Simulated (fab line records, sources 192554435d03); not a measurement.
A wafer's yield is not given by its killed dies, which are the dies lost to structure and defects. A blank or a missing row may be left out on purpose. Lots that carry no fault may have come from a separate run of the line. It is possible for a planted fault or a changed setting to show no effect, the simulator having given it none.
Matching of chambers || flow n5 finfet || pecvd-03 running N5_BEOL_M5_PECVD_70: 3 sister chambers
The step deposits SiO2 from TEOS/O2, target thk 16 nm, time 18 s. 3 wafers are shown with their chamber, then 7 later ones without.

EACH WAFER AND ITS CHAMBER
{"wafer": "L090.5", "chamber": 1, "showerhead plenum p Torr (Torr)": 8.73}
{"wafer": "L092.2", "chamber": 2, "showerhead plenum p Torr (Torr)": 8.75}
{"wafer": "L092.4", "chamber": 0, "showerhead plenum p Torr (Torr)": 8.87}

WAFERS WITH NO CHAMBER GIVEN
{"wafer": "L092.6", "showerhead plenum p Torr (Torr)": 8.74}
{"wafer": "L093.1", "showerhead plenum p Torr (Torr)": 8.74}
{"wafer": "L093.4", "showerhead plenum p Torr (Torr)": 8.73}
{"wafer": "L093.6", "showerhead plenum p Torr (Torr)": 8.76}
{"wafer": "L095.3", "showerhead plenum p Torr (Torr)": 8.88}
{"wafer": "L095.5", "showerhead plenum p Torr (Torr)": 8.76}
{"wafer": "L095.6", "showerhead plenum p Torr (Torr)": 8.73}

CHAMBER TAKEN BY EACH
{"wafer": "L092.6", "from the rows above": "can't be placed: 1 or 2", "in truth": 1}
{"wafer": "L093.1", "from the rows above": "can't be placed: 1 or 2", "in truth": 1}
{"wafer": "L093.4", "from the rows above": 1, "in truth": 1}
{"wafer": "L093.6", "from the rows above": 2, "in truth": 2}
{"wafer": "L095.3", "from the rows above": 0, "in truth": 0}
{"wafer": "L095.5", "from the rows above": 2, "in truth": 2}
{"wafer": "L095.6", "from the rows above": 1, "in truth": 1}
Correctly placed: 5 of 7. From these rows, 2 cannot be placed; in 2 the true chamber is one of the candidates. Placed wrongly: 0.
How it was worked out, from the rows above alone: a wafer's distance from a chamber is the root of the sum, over the readings, of the square of ((its reading less the chamber's mean) divided by the reading's scatter). The wafer belongs to the nearest chamber; if the next one is less than 2 further off, it can't be placed. Each chamber's mean is taken over the wafers shown for it. The scatter: with one shown wafer a chamber, the root of the mean of the squares of how far each hidden wafer lies from its nearest shown one.
